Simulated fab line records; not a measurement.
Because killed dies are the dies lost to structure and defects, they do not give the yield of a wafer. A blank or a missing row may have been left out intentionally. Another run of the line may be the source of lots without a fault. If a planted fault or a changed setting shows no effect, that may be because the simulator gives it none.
fab line records ; flow n5_finfet
record lots=24; wafers=72; last_day=18
route steps=1938 shown BEOL_M8@1400 BEOL_M9@1435 BEOL_M10@1485
lots that met no fault: taken from a fault-free run of the same line
start_h: start of the lot's first displayed wafer, in hours after the record's first day ; wait_h: hours elapsed since this lot's preceding step ; " same as the row above ; L1.1+2: one row covering several wafers at once ; - value missing, or start not given ; * or withheld: withheld ; < > ~ a bound
route shown NAME@n: NAME is a module with steps in the file, n the number in the route of the first one ; usual: mean/standard deviation of fault-free wafers ; same: alike in all rows ; chamber/n: place in a boat ; sites: readings site by site ; _std_site: standard deviation of those values ; _edge_site: outer sites' mean less inner sites' ; radius_mm: for every site, how far away it sits from the centre of the wafer ; mask NAME#n: copy n ; behind: tool/chamber where the wafer was last shaped ; hold: what put the lot on hold/how long, in hours/how the hold closed ; device: transistor that didn't switch, given as n, p or np ; end of line: at the end of the route, the tests of the same wafers ; a step without rows: its recipe alone ; killed: dies that structure and defects cost at the first sort, which is not the same as the wafer's yield ; map: a wafer's dies, x killed, . not, _ none there
set.NAME: the setting as run; set.NAME@STEP: as run at that earlier step ; model.NAME: the simulator's own value behind a step, which no gauge read
route steps across a sampled set of lots; one table per step, one row per wafer
services: from which hour (start_h, from the record's first day; less than 0 if before it) a tool's chamber was out of use, for how many hours, and why
## steps
# step N5_BEOL_M8_INSPECT_58
# recipe inspect_instrument=darkfield; mode=post_dep
# usual raw_defect_count=71/28
lot.wafer;tool;chamber;start_h;wait_h;raw_defect_count
L074.3;defect_inspect-02;-;200.42;0.0;47
L074.4;defect_inspect-02;-;200.42;0.0;57
L074.6;defect_inspect-02;-;200.42;0.0;69
L075.1;defect_inspect-02;-;217.78;0.0;140
L075.2;defect_inspect-02;-;217.78;0.0;90
L075.4;defect_inspect-02;-;217.78;0.0;55
L077.2;defect_inspect-01;-;220.23;0.0;48
L077.5;defect_inspect-01;-;220.23;0.0;46
L077.6;defect_inspect-01;-;220.23;0.0;75
L076.2;defect_inspect-02;-;236.77;0.0;162
L076.3;defect_inspect-02;-;236.77;0.0;81
L076.4;defect_inspect-02;-;236.77;0.0;114
L081.2;defect_inspect-01;-;239.63;0.0;74
L081.3;defect_inspect-01;-;239.63;0.0;50
L081.5;defect_inspect-01;-;239.63;0.0;69
L079.3;defect_inspect-02;-;245.02;0.0;150
L079.4;defect_inspect-02;-;245.02;0.0;78
L079.6;defect_inspect-02;-;245.02;0.0;87
L080.1;defect_inspect-01;-;246.09;0.0;69
L080.3;defect_inspect-01;-;246.09;0.0;77
L080.4;defect_inspect-01;-;246.09;0.0;101
L082.3;defect_inspect-01;-;270.46;0.0;27
L082.4;defect_inspect-01;-;270.46;0.0;27
L082.6;defect_inspect-01;-;270.46;0.0;26
L078.1;defect_inspect-02;-;275.02;0.0;47
L078.4;defect_inspect-02;-;275.02;0.0;49
L078.5;defect_inspect-02;-;275.02;0.0;46
L083.4;defect_inspect-02;-;277.21;0.0;71
L083.5;defect_inspect-02;-;277.21;0.0;37
L083.6;defect_inspect-02;-;277.21;0.0;66
L084.2;defect_inspect-01;-;282.74;0.0;63
L084.4;defect_inspect-01;-;282.74;0.0;86
L084.6;defect_inspect-01;-;282.74;0.0;90
L085.1;defect_inspect-02;-;295.34;0.0;42
L085.2;defect_inspect-02;-;295.34;0.0;84
L085.6;defect_inspect-02;-;295.34;0.0;53
L086.2;defect_inspect-01;-;296.97;0.0;44
L086.5;defect_inspect-01;-;296.97;0.0;78
L086.6;defect_inspect-01;-;296.97;0.0;61
L088.1;defect_inspect-02;-;306.70;0.0;78
L088.2;defect_inspect-02;-;306.70;0.0;98
L088.3;defect_inspect-02;-;306.70;0.0;52
L087.2;defect_inspect-01;-;313.76;0.0;129
L087.3;defect_inspect-01;-;313.76;0.0;108
L087.6;defect_inspect-01;-;313.76;0.0;115
L090.1;defect_inspect-02;-;325.09;0.0;81
L090.3;defect_inspect-02;-;325.09;0.0;73
L090.5;defect_inspect-02;-;325.09;0.0;75
L089.2;defect_inspect-01;-;334.05;0.0;81
L089.4;defect_inspect-01;-;334.05;0.0;59
L089.6;defect_inspect-01;-;334.05;0.0;61
L091.1;defect_inspect-01;-;339.02;0.0;75
L091.2;defect_inspect-01;-;339.02;0.0;66
L091.4;defect_inspect-01;-;339.02;0.0;63
L092.1;defect_inspect-02;-;347.78;0.0;68
L092.3;defect_inspect-02;-;347.78;0.0;41
L092.4;defect_inspect-02;-;347.78;0.0;42
L095.1;defect_inspect-01;-;350.92;0.0;58
L095.2;defect_inspect-01;-;350.92;0.0;72
L095.4;defect_inspect-01;-;350.92;0.0;62
L093.1;defect_inspect-01;-;350.97;0.0;115
L093.5;defect_inspect-01;-;350.97;0.0;66
L093.6;defect_inspect-01;-;350.97;0.0;101
L094.2;defect_inspect-01;-;352.32;0.0;43
L094.3;defect_inspect-01;-;352.32;0.0;73
L094.5;defect_inspect-01;-;352.32;0.0;75
L097.2;defect_inspect-01;-;356.07;0.0;64
L097.4;defect_inspect-01;-;356.07;0.0;39
L097.5;defect_inspect-01;-;356.07;0.0;54
L096.4;defect_inspect-02;-;362.11;0.0;64
L096.5;defect_inspect-02;-;362.11;0.0;90
L096.6;defect_inspect-02;-;362.11;0.0;52
# step N5_BEOL_M9_OVL_MEAS_29
# recipe points_per_wafer=522
# usual V8_OVL=-0.1/0.63
lot.wafer;tool;chamber;start_h;wait_h;V8_OVL[nm]
L074.3;overlay-01;0;213.85;0.0;0.1
L074.4;overlay-01;0;213.85;0.0;0.0
L074.6;overlay-01;0;213.85;0.0;0.0
L075.1;overlay-02;0;223.37;0.0;-0.8
L075.2;overlay-02;0;223.37;0.0;-0.2
L075.4;overlay-02;0;223.37;0.0;0.5
L077.2;overlay-01;0;229.51;0.0;-0.4
L077.5;overlay-01;0;229.51;0.0;1.5
L077.6;overlay-01;0;229.51;0.0;0.9
L076.2;overlay-02;0;246.67;0.0;-0.1
L076.3;overlay-02;0;246.67;0.0;0.3
L076.4;overlay-02;0;246.67;0.0;0.3
L079.3;overlay-01;0;249.07;0.0;1.0
L079.4;overlay-01;0;249.07;0.0;-0.4
L079.6;overlay-01;0;249.07;0.0;-0.6
L081.2;overlay-01;0;249.23;0.0;0.0
L081.3;overlay-01;0;249.23;0.0;0.1
L081.5;overlay-01;0;249.23;0.0;0.0
L080.1;overlay-02;0;249.27;0.0;0.3
L080.3;overlay-02;0;249.27;0.0;0.3
L080.4;overlay-02;0;249.27;0.0;-0.8
L082.3;overlay-02;0;273.15;0.0;0.4
L082.4;overlay-02;0;273.15;0.0;0.3
L082.6;overlay-02;0;273.15;0.0;0.8
L078.1;overlay-02;0;277.69;0.0;0.0
L078.4;overlay-02;0;277.69;0.0;0.4
L078.5;overlay-02;0;277.69;0.0;-0.4
L083.4;overlay-02;0;281.82;0.0;0.7
L083.5;overlay-02;0;281.82;0.0;0.0
L083.6;overlay-02;0;281.82;0.0;0.3
L084.2;overlay-01;0;285.56;0.0;0.1
L084.4;overlay-01;0;285.56;0.0;-0.9
L084.6;overlay-01;0;285.56;0.0;-0.8
L085.1;overlay-02;0;300.60;0.0;-1.2
L085.2;overlay-02;0;300.60;0.0;0.1
L085.6;overlay-02;0;300.60;0.0;-0.6
L086.2;overlay-01;0;300.79;0.0;-0.4
L086.5;overlay-01;0;300.79;0.0;0.1
L086.6;overlay-01;0;300.79;0.0;-0.8
L088.1;overlay-01;0;311.98;0.0;1.0
L088.2;overlay-01;0;311.98;0.0;1.0
L088.3;overlay-01;0;311.98;0.0;0.5
L087.2;overlay-01;0;320.29;0.0;-1.2
L087.3;overlay-01;0;320.29;0.0;-1.5
L087.6;overlay-01;0;320.29;0.0;-0.2
L090.1;overlay-02;0;330.58;0.0;-0.5
L090.3;overlay-02;0;330.58;0.0;-0.5
L090.5;overlay-02;0;330.58;0.0;-0.3
L089.2;overlay-01;0;337.51;0.0;-0.1
L089.4;overlay-01;0;337.51;0.0;0.3
L089.6;overlay-01;0;337.51;0.0;-0.3
L091.1;overlay-01;0;342.36;0.0;-0.7
L091.2;overlay-01;0;342.36;0.0;-0.8
L091.4;overlay-01;0;342.36;0.0;-1.0
L092.1;overlay-02;0;353.07;0.0;0.5
L092.3;overlay-02;0;353.07;0.0;0.5
L092.4;overlay-02;0;353.07;0.0;-0.1
L095.1;overlay-01;0;355.03;0.0;0.5
L095.2;overlay-01;0;355.03;0.0;-0.5
L095.4;overlay-01;0;355.03;0.0;0.0
L093.1;overlay-02;0;355.22;0.0;0.1
L093.5;overlay-02;0;355.22;0.0;-0.5
L093.6;overlay-02;0;355.22;0.0;0.5
L094.2;overlay-01;0;355.40;0.0;0.1
L094.3;overlay-01;0;355.40;0.0;0.0
L094.5;overlay-01;0;355.40;0.0;0.2
L097.2;overlay-02;0;360.71;0.0;-0.5
L097.4;overlay-02;0;360.71;0.0;-1.2
L097.5;overlay-02;0;360.71;0.0;-1.0
L096.4;overlay-01;0;364.35;0.0;-0.4
L096.5;overlay-01;0;364.35;0.0;-1.0
L096.6;overlay-01;0;364.35;0.0;-0.4
# step N5_BEOL_M9_STRIP_36
# recipe chemistry=N2/H2; power_w=450; temp_c=40; pressure_mtorr=20; rf_frequency_hz=6e+07; overash_fraction=0.3; bias_power_w=7; h2_frac=0.5; n2_flow_sccm=200; h2_flow_sccm=200
# usual drypump_motor_current_A=6.0/0.36; oes_product_au=0.80/0.1; rf_vpp_V=59.3/1.3; showerhead_plenum_p_Torr=2.53/0.094; temp_c=40.00/0.11; throttle_valve_pct=23.6/0.3
lot.wafer;tool;chamber;start_h;wait_h;drypump_motor_current_A;oes_product_au;rf_hours_counter_h;rf_vpp_V;showerhead_plenum_p_Torr;temp_c;throttle_valve_pct
L074.3;rie_diel-03;2;214.17;0.0;6.6;0.71;228;58.4;2.50;40.07;23.6
L074.4;rie_diel-03;0;214.17;0.0;5.3;0.79;120;61.9;2.54;40.08;23.3
L074.6;rie_diel-03;0;214.17;0.0;5.3;0.78;-;58.5;2.54;40.26;23.3
L075.1;rie_diel-01;3;223.71;0.0;5.9;0.71;215;59.9;2.51;39.96;23.9
L075.2;rie_diel-01;1;223.71;0.0;6.1;0.89;38;60.4;2.48;40.08;23.6
L075.4;rie_diel-01;2;223.71;0.0;6.1;0.71;176;61.1;2.62;39.89;23.8
L077.2;rie_diel-02;2;229.84;0.0;5.7;1.00;3;57.0;2.71;40.02;23.8
L077.5;rie_diel-02;2;229.84;0.0;5.8;1.00;-;61.7;2.71;40.12;23.8
L077.6;rie_diel-02;1;229.84;0.0;5.8;0.74;-;59.5;2.40;39.98;23.8
L076.2;rie_diel-02;2;247.03;0.0;5.7;1.00;6;60.0;2.71;39.95;23.8
L076.3;rie_diel-02;3;247.03;0.0;5.8;0.72;199;61.4;2.42;39.76;23.6
L076.4;rie_diel-02;0;247.03;0.0;6.7;0.85;70;59.4;2.57;39.96;23.0
L079.3;rie_diel-02;1;249.73;0.0;5.7;0.72;178;58.6;2.40;39.98;23.8
L079.4;rie_diel-02;0;249.73;0.0;6.6;0.85;71;59.5;2.57;39.92;23.0
L079.6;rie_diel-02;2;249.73;0.0;5.8;0.99;-;58.2;2.71;39.95;23.8
L081.2;rie_diel-02;3;250.15;0.0;5.8;0.72;199;59.8;2.42;40.12;23.6
L081.3;rie_diel-02;2;250.15;0.0;5.7;1.00;7;60.6;2.71;40.03;23.8
L081.5;rie_diel-02;3;250.15;0.0;5.8;0.72;-;55.6;2.42;40.03;23.6
L080.1;rie_diel-03;1;250.21;0.0;5.8;0.91;28;60.4;2.48;40.18;23.1
L080.3;rie_diel-03;2;250.21;0.0;6.6;0.71;239;58.6;2.50;40.11;23.7
L080.4;rie_diel-03;0;250.21;0.0;5.2;0.77;-;59.1;2.53;40.12;23.4
L082.3;rie_diel-02;2;273.47;0.0;5.7;0.96;14;57.0;2.71;39.90;23.8
L082.4;rie_diel-02;0;273.47;0.0;6.7;0.83;79;60.4;2.57;40.11;23.0
L082.6;rie_diel-02;3;273.47;0.0;5.8;0.72;-;58.2;2.42;40.06;23.6
L078.1;rie_diel-03;2;278.03;0.0;6.6;0.70;248;58.7;2.49;39.93;23.6
L078.4;rie_diel-03;1;278.03;0.0;5.8;0.91;-;60.7;2.48;40.08;23.2
L078.5;rie_diel-03;2;278.03;0.0;6.6;0.70;-;59.2;2.49;39.92;23.6
L083.4;rie_diel-01;0;282.13;0.0;6.2;0.87;36;59.2;2.55;39.70;23.0
L083.5;rie_diel-01;1;282.13;0.0;6.1;0.87;-;59.9;2.47;39.94;23.7
L083.6;rie_diel-01;2;282.13;0.0;6.0;0.69;-;60.3;2.61;40.08;23.9
L084.2;rie_diel-02;3;285.89;0.0;5.8;0.71;207;58.4;2.41;40.01;23.6
L084.4;rie_diel-02;1;285.89;0.0;5.7;0.71;190;57.5;2.40;39.72;23.8
L084.6;rie_diel-02;0;285.89;0.0;6.7;0.83;-;57.3;2.57;40.08;23.0
L085.1;rie_diel-01;1;301.05;0.0;6.1;0.85;62;58.7;2.47;40.05;23.7
L085.2;rie_diel-01;3;301.05;0.0;5.9;0.70;231;59.1;2.50;39.92;23.9
L085.6;rie_diel-01;3;301.05;0.0;5.9;0.69;-;61.1;2.50;39.86;23.9
L086.2;rie_diel-03;3;301.53;0.0;6.4;0.69;236;59.5;2.60;40.00;23.7
L086.5;rie_diel-03;0;301.53;0.0;5.2;0.75;-;57.7;2.53;39.98;23.4
L086.6;rie_diel-03;1;301.53;0.0;5.8;0.89;-;57.1;2.48;39.93;23.2
L088.1;rie_diel-03;3;312.44;0.0;6.5;0.67;241;58.1;2.60;40.00;23.7
L088.2;rie_diel-03;1;312.44;0.0;5.8;0.88;51;57.8;2.47;39.95;23.2
L088.3;rie_diel-03;1;312.44;0.0;5.8;0.88;-;58.7;2.48;40.00;23.2
L087.2;rie_diel-03;3;320.62;0.0;6.5;0.67;244;58.4;2.59;40.22;23.8
L087.3;rie_diel-03;1;320.62;0.0;5.8;0.88;54;60.8;2.47;40.05;23.2
L087.6;rie_diel-03;3;320.62;0.0;6.5;0.67;-;59.2;2.59;39.92;23.8
L090.1;rie_diel-02;0;331.27;0.0;6.7;0.83;96;58.9;2.56;39.83;23.0
L090.3;rie_diel-02;3;331.27;0.0;5.9;0.71;221;59.0;2.41;39.92;23.6
L090.5;rie_diel-02;2;331.27;0.0;5.7;0.93;-;58.6;2.70;40.00;23.9
L089.2;rie_diel-01;0;337.92;0.0;6.2;0.88;47;57.9;2.55;39.79;23.1
L089.4;rie_diel-01;3;337.92;0.0;5.9;0.70;238;59.9;2.50;39.95;23.9
L089.6;rie_diel-01;2;337.92;0.0;6.1;0.70;-;57.4;2.61;40.08;23.9
L091.1;rie_diel-01;3;342.69;0.0;5.9;0.70;239;59.2;2.50;39.92;23.9
L091.2;rie_diel-01;0;342.69;0.0;6.2;0.86;49;61.1;2.55;39.94;23.0
L091.4;rie_diel-01;1;342.69;0.0;6.1;0.86;70;60.3;2.46;40.03;23.7
L092.1;rie_diel-02;1;353.41;0.0;5.7;0.70;210;60.4;2.39;40.14;23.9
L092.3;rie_diel-02;2;353.41;0.0;5.7;0.92;42;59.4;2.70;39.89;23.9
L092.4;rie_diel-02;0;353.41;0.0;6.6;0.82;104;59.1;2.56;39.95;23.0
L095.1;rie_diel-03;1;355.37;0.0;5.8;0.86;66;59.0;2.47;40.05;23.2
L095.2;rie_diel-03;2;355.37;0.0;6.5;0.92;13;58.4;2.49;39.99;23.6
L095.4;rie_diel-03;1;355.37;0.0;5.9;0.85;-;62.6;2.47;40.10;23.2
L093.1;rie_diel-02;0;355.55;0.0;6.7;0.81;105;60.0;2.56;39.98;23.1
L093.5;rie_diel-02;3;355.55;0.0;5.8;0.70;-;59.2;2.41;39.88;23.6
L093.6;rie_diel-02;2;355.55;0.0;5.7;0.90;-;57.0;2.70;39.96;23.8
L094.2;rie_diel-02;2;355.98;0.0;5.7;0.91;43;60.8;2.70;40.16;23.9
L094.3;rie_diel-02;0;355.98;0.0;6.7;0.82;105;61.6;2.56;39.91;23.1
L094.5;rie_diel-02;2;355.98;0.0;5.7;0.91;-;60.1;2.70;40.17;23.9
L097.2;rie_diel-01;0;361.16;0.0;6.2;0.86;54;57.8;2.54;39.94;23.0
L097.4;rie_diel-01;3;361.16;0.0;5.9;0.68;245;59.2;2.50;39.88;23.9
L097.5;rie_diel-01;2;361.16;0.0;6.0;0.68;-;61.2;2.60;39.94;23.9
L096.4;rie_diel-01;1;364.67;0.0;6.1;0.83;77;60.2;2.46;40.17;23.7
L096.5;rie_diel-01;0;364.67;0.0;6.2;0.85;-;61.2;2.54;39.91;23.1
L096.6;rie_diel-01;1;364.67;0.0;6.0;0.85;-;59.3;2.46;40.25;23.7
# step N5_BEOL_M9_CD_MEAS_35
# recipe target_cd_nm=70; target_cd_y_nm=40; polarity=opening
# usual cd_nm=69.3/0.78
lot.wafer;tool;chamber;start_h;wait_h;cd_nm
L074.3;cd_sem-01;-;214.54;0.0;69.4
L074.4;cd_sem-01;-;214.54;0.0;69.2
L074.6;cd_sem-01;-;214.54;0.0;69.3
L075.1;cd_sem-02;-;224.07;0.0;68.8
L075.2;cd_sem-02;-;224.07;0.0;70.0
L075.4;cd_sem-02;-;224.07;0.0;69.5
L077.2;cd_sem-01;-;230.21;0.0;69.3
L077.5;cd_sem-01;-;230.21;0.0;69.5
L077.6;cd_sem-01;-;230.21;0.0;69.6
L076.2;cd_sem-03;-;247.40;0.0;68.8
L076.3;cd_sem-03;-;247.40;0.0;68.9
L076.4;cd_sem-03;-;247.40;0.0;70.5
L079.3;cd_sem-01;-;250.10;0.0;69.4
L079.4;cd_sem-01;-;250.10;0.0;68.5
L079.6;cd_sem-01;-;250.10;0.0;69.7
L081.2;cd_sem-01;-;250.52;0.0;68.6
L081.3;cd_sem-01;-;250.52;0.0;68.3
L081.5;cd_sem-01;-;250.52;0.0;69.1
L080.1;cd_sem-03;-;250.58;0.0;68.0
L080.3;cd_sem-03;-;250.58;0.0;68.3
L080.4;cd_sem-03;-;250.58;0.0;69.2
L082.3;cd_sem-01;-;273.84;0.0;68.7
L082.4;cd_sem-01;-;273.84;0.0;69.0
L082.6;cd_sem-01;-;273.84;0.0;69.1
L078.1;cd_sem-02;-;278.39;0.0;69.7
L078.4;cd_sem-02;-;278.39;0.0;70.7
L078.5;cd_sem-02;-;278.39;0.0;69.7
L083.4;cd_sem-02;-;282.51;0.0;69.4
L083.5;cd_sem-02;-;282.51;0.0;69.9
L083.6;cd_sem-02;-;282.51;0.0;69.5
L084.2;cd_sem-01;-;286.26;0.0;68.8
L084.4;cd_sem-01;-;286.26;0.0;68.9
L084.6;cd_sem-01;-;286.26;0.0;70.5
L085.1;cd_sem-02;-;301.42;0.0;69.8
L085.2;cd_sem-02;-;301.42;0.0;70.1
L085.6;cd_sem-02;-;301.42;0.0;69.6
L086.2;cd_sem-01;-;301.90;0.0;69.2
L086.5;cd_sem-01;-;301.90;0.0;69.1
L086.6;cd_sem-01;-;301.90;0.0;68.4
L088.1;cd_sem-02;-;312.90;0.0;70.4
L088.2;cd_sem-02;-;312.90;0.0;67.8
L088.3;cd_sem-02;-;312.90;0.0;70.3
L087.2;cd_sem-03;-;320.99;0.0;69.9
L087.3;cd_sem-03;-;320.99;0.0;69.4
L087.6;cd_sem-03;-;320.99;0.0;68.5
L090.1;cd_sem-01;-;331.63;0.0;70.4
L090.3;cd_sem-01;-;331.63;0.0;69.7
L090.5;cd_sem-01;-;331.63;0.0;70.0
L089.2;cd_sem-03;-;338.28;0.0;70.2
L089.4;cd_sem-03;-;338.28;0.0;69.4
L089.6;cd_sem-03;-;338.28;0.0;67.8
L091.1;cd_sem-03;-;343.06;0.0;67.4
L091.2;cd_sem-03;-;343.06;0.0;69.1
L091.4;cd_sem-03;-;343.06;0.0;69.0
L092.1;cd_sem-03;-;353.87;0.0;68.9
L092.3;cd_sem-03;-;353.87;0.0;69.1
L092.4;cd_sem-03;-;353.87;0.0;69.1
L095.1;cd_sem-03;-;355.83;0.0;69.4
L095.2;cd_sem-03;-;355.83;0.0;69.9
L095.4;cd_sem-03;-;355.83;0.0;67.9
L093.1;cd_sem-01;-;355.92;0.0;69.5
L093.5;cd_sem-01;-;355.92;0.0;69.7
L093.6;cd_sem-01;-;355.92;0.0;68.3
L094.2;cd_sem-03;-;356.34;0.0;69.1
L094.3;cd_sem-03;-;356.34;0.0;68.4
L094.5;cd_sem-03;-;356.34;0.0;68.9
L097.2;cd_sem-02;-;361.54;0.0;70.3
L097.4;cd_sem-02;-;361.54;0.0;69.0
L097.5;cd_sem-02;-;361.54;0.0;69.9
L096.4;cd_sem-01;-;365.04;0.0;68.5
L096.5;cd_sem-01;-;365.04;0.0;68.9
L096.6;cd_sem-01;-;365.04;0.0;69.0
# step N5_BEOL_M9_ALD_74
# recipe material=TaN; target_thk_a=20; temp_c=275; ald_precursor_family=PDMAT; ald_co_reactant=NH3; pressure_torr=3; carrier_flow_sccm=1500; pulse_time_s=2; purge_time_s=3; co_reactant_purge_time_s=2; co_reactant_pulse_time_s=3; ald_cycles=40; precursor_vessel_temp_c=75; precursor_vessel_pressure_torr=26.25; precursor_vessel_carrier_sccm=1000
# usual heater_power_outer_w=228/17; heater_power_w=417/33
lot.wafer;tool;chamber;start_h;wait_h;heater_power_outer_w;heater_power_w
L074.3;ald_metal-04;1;215.06;0.1;240;454
L074.4;ald_metal-04;2;215.06;0.1;209;361
L074.6;ald_metal-04;3;215.06;0.1;198;406
L075.1;ald_metal-01;0;224.62;0.0;221;433
L075.2;ald_metal-01;3;224.62;0.0;216;391
L075.4;ald_metal-01;1;224.62;0.0;227;408
L077.2;ald_metal-04;0;232.62;0.0;281;505
L077.5;ald_metal-04;3;232.62;0.0;198;397
L077.6;ald_metal-04;0;232.62;0.0;278;491
L076.2;ald_metal-01;0;249.34;0.0;217;420
L076.3;ald_metal-01;1;249.34;0.0;229;396
L076.4;ald_metal-01;3;249.34;0.0;217;397
L079.3;ald_metal-02;0;250.79;0.0;235;423
L079.4;ald_metal-02;1;250.79;0.0;223;408
L079.6;ald_metal-02;3;250.79;0.0;239;432
L081.2;ald_metal-02;1;251.06;0.1;222;403
L081.3;ald_metal-02;0;251.06;0.1;229;416
L081.5;ald_metal-02;0;251.06;0.1;231;404
L080.1;ald_metal-02;0;251.40;0.0;225;410
L080.3;ald_metal-02;3;251.40;0.0;239;426
L080.4;ald_metal-02;1;251.40;0.0;232;412
L082.3;ald_metal-04;3;275.00;0.0;197;400
L082.4;ald_metal-04;2;275.00;0.0;208;369
L082.6;ald_metal-04;1;275.00;0.0;231;464
L078.1;ald_metal-01;2;278.92;0.1;244;434
L078.4;ald_metal-01;3;278.92;0.1;213;385
L078.5;ald_metal-01;3;278.92;0.1;210;396
L083.4;ald_metal-02;0;283.55;0.2;228;419
L083.5;ald_metal-02;3;283.55;0.2;239;429
L083.6;ald_metal-02;1;283.55;0.2;220;420
L084.2;ald_metal-04;3;286.78;0.0;194;401
L084.4;ald_metal-04;1;286.78;0.0;235;477
L084.6;ald_metal-04;0;286.78;0.0;280;503
L085.1;ald_metal-02;2;301.94;0.0;230;383
L085.2;ald_metal-02;3;301.94;0.0;244;428
L085.6;ald_metal-02;1;301.94;0.0;229;416
L086.2;ald_metal-02;1;302.88;0.1;229;416
L086.5;ald_metal-02;1;302.88;0.1;222;412
L086.6;ald_metal-02;2;302.88;0.1;224;388
L088.1;ald_metal-01;0;313.36;0.0;218;432
L088.2;ald_metal-01;2;313.36;0.0;245;438
L088.3;ald_metal-01;3;313.36;0.0;215;392
L087.2;ald_metal-01;1;321.48;0.0;225;408
L087.3;ald_metal-01;2;321.48;0.0;246;442
L087.6;ald_metal-01;3;321.48;0.0;214;394
L090.1;ald_metal-01;1;332.30;0.0;218;402
L090.3;ald_metal-01;2;332.30;0.0;254;423
L090.5;ald_metal-01;3;332.30;0.0;219;394
L089.2;ald_metal-02;0;340.09;0.0;224;407
L089.4;ald_metal-02;3;340.09;0.0;237;421
L089.6;ald_metal-02;2;340.09;0.0;231;390
L091.1;ald_metal-02;2;343.85;0.1;230;390
L091.2;ald_metal-02;1;343.85;0.1;218;421
L091.4;ald_metal-02;3;343.85;0.1;241;419
L092.1;ald_metal-04;2;354.66;0.0;209;361
L092.3;ald_metal-04;0;354.66;0.0;279;510
L092.4;ald_metal-04;3;354.66;0.0;199;406
L093.1;ald_metal-04;1;356.52;0.0;233;457
L093.5;ald_metal-04;1;356.52;0.0;236;471
L093.6;ald_metal-04;2;356.52;0.0;211;360
L095.1;ald_metal-02;0;356.72;0.1;230;409
L095.2;ald_metal-02;2;356.72;0.1;224;373
L095.4;ald_metal-02;1;356.72;0.1;225;417
L094.2;ald_metal-02;0;359.12;0.0;231;413
L094.3;ald_metal-02;3;359.12;0.0;241;427
L094.5;ald_metal-02;1;359.12;0.0;227;415
L097.2;ald_metal-02;0;362.71;0.3;227;405
L097.4;ald_metal-02;3;362.71;0.3;243;420
L097.5;ald_metal-02;2;362.71;0.3;229;382
L096.4;ald_metal-01;0;365.90;0.2;218;432
L096.5;ald_metal-01;2;365.90;0.2;246;450
L096.6;ald_metal-01;3;365.90;0.2;218;384
# step N5_BEOL_M10_INSPECT_13
# recipe mode=adi; inspect_instrument=brightfield
# usual raw_defect_count=388/89
lot.wafer;tool;chamber;start_h;wait_h;raw_defect_count
L074.3;defect_inspect-02;-;219.97;0.0;413
L074.4;defect_inspect-02;-;219.97;0.0;464
L074.6;defect_inspect-02;-;219.97;0.0;417
L075.1;defect_inspect-01;-;228.88;0.0;318
L075.2;defect_inspect-01;-;228.88;0.0;288
L075.4;defect_inspect-01;-;228.88;0.0;267
L077.2;defect_inspect-02;-;236.81;0.0;259
L077.5;defect_inspect-02;-;236.81;0.0;376
L077.6;defect_inspect-02;-;236.81;0.0;457
L076.2;defect_inspect-02;-;255.57;0.0;495
L076.3;defect_inspect-02;-;255.57;0.0;427
L076.4;defect_inspect-02;-;255.57;0.0;420
L079.3;defect_inspect-01;-;255.74;0.0;342
L079.4;defect_inspect-01;-;255.74;0.0;305
L079.6;defect_inspect-01;-;255.74;0.0;290
L081.2;defect_inspect-02;-;256.07;0.0;365
L081.3;defect_inspect-02;-;256.07;0.0;290
L081.5;defect_inspect-02;-;256.07;0.0;298
L080.1;defect_inspect-02;-;258.99;0.0;405
L080.3;defect_inspect-02;-;258.99;0.0;338
L080.4;defect_inspect-02;-;258.99;0.0;407
L082.3;defect_inspect-01;-;278.93;0.0;525
L082.4;defect_inspect-01;-;278.93;0.0;490
L082.6;defect_inspect-01;-;278.93;0.0;686
L078.1;defect_inspect-02;-;282.51;0.0;323
L078.4;defect_inspect-02;-;282.51;0.0;366
L078.5;defect_inspect-02;-;282.51;0.0;367
L083.4;defect_inspect-02;-;286.98;0.0;411
L083.5;defect_inspect-02;-;286.98;0.0;338
L083.6;defect_inspect-02;-;286.98;0.0;417
L084.2;defect_inspect-01;-;290.46;0.0;280
L084.4;defect_inspect-01;-;290.46;0.0;442
L084.6;defect_inspect-01;-;290.46;0.0;459
L085.1;defect_inspect-01;-;305.54;0.0;359
L085.2;defect_inspect-01;-;305.54;0.0;444
L085.6;defect_inspect-01;-;305.54;0.0;360
L086.2;defect_inspect-02;-;308.32;0.0;348
L086.5;defect_inspect-02;-;308.32;0.0;280
L086.6;defect_inspect-02;-;308.32;0.0;308
L088.1;defect_inspect-02;-;317.63;0.0;441
L088.2;defect_inspect-02;-;317.63;0.0;419
L088.3;defect_inspect-02;-;317.63;0.0;433
L087.2;defect_inspect-01;-;326.43;0.0;475
L087.3;defect_inspect-01;-;326.43;0.0;475
L087.6;defect_inspect-01;-;326.43;0.0;449
L090.1;defect_inspect-01;-;337.35;0.0;393
L090.3;defect_inspect-01;-;337.35;0.0;408
L090.5;defect_inspect-01;-;337.35;0.0;443
L089.2;defect_inspect-02;-;344.11;0.0;405
L089.4;defect_inspect-02;-;344.11;0.0;403
L089.6;defect_inspect-02;-;344.11;0.0;455
L091.1;defect_inspect-02;-;347.44;0.0;613
L091.2;defect_inspect-02;-;347.44;0.0;404
L091.4;defect_inspect-02;-;347.44;0.0;502
L092.1;defect_inspect-01;-;360.01;0.0;353
L092.3;defect_inspect-01;-;360.01;0.0;396
L092.4;defect_inspect-01;-;360.01;0.0;316
L093.1;defect_inspect-01;-;362.28;0.0;326
L093.5;defect_inspect-01;-;362.28;0.0;306
L093.6;defect_inspect-01;-;362.28;0.0;303
L095.1;defect_inspect-01;-;362.51;0.0;376
L095.2;defect_inspect-01;-;362.51;0.0;262
L095.4;defect_inspect-01;-;362.51;0.0;494
L094.2;defect_inspect-01;-;363.02;0.0;416
L094.3;defect_inspect-01;-;363.02;0.0;351
L094.5;defect_inspect-01;-;363.02;0.0;551
L097.2;defect_inspect-01;-;370.64;0.0;302
L097.4;defect_inspect-01;-;370.64;0.0;320
L097.5;defect_inspect-01;-;370.64;0.0;296
L096.4;defect_inspect-02;-;371.06;0.0;335
L096.5;defect_inspect-02;-;371.06;0.0;339
L096.6;defect_inspect-02;-;371.06;0.0;352
## services
tool;chamber;start_h;hours;kind
rie_diel-02;2;203.25;-;clean
rie_diel-02;2;203.25;-;consumable_replace:focus_ring
rie_diel-02;2;203.25;-;consumable_replace:showerhead
rie_diel-02;2;203.25;16.7;scheduled_down
rie_diel-02;2;203.25;16.7;vent_cycle
rie_diel-01;1;203.57;9.8;repair
ald_metal-01;2;216.17;2.4;repair
ald_metal-02;3;226.31;2.8;repair
ald_metal-01;0;244.90;1.6;repair
ald_metal-02;2;249.40;6.7;repair
rie_diel-01;3;254.41;9.7;repair
ald_metal-01;0;255.86;4.0;repair
rie_diel-02;3;255.88;9.2;repair
ald_metal-01;-;265.40;0.6;repair
ald_metal-02;2;266.93;17.2;repair
rie_diel-03;3;274.13;5.8;repair
rie_diel-01;3;275.10;4.1;repair
ald_metal-02;-;277.86;2.8;pm
ald_metal-04;2;310.63;1.7;repair
rie_diel-03;0;311.45;3.0;repair
ald_metal-02;3;333.47;2.0;repair
rie_diel-02;1;338.28;8.1;repair
ald_metal-01;-;343.11;8.7;pm
ald_metal-01;1;352.51;18.3;repair
## key
fault none
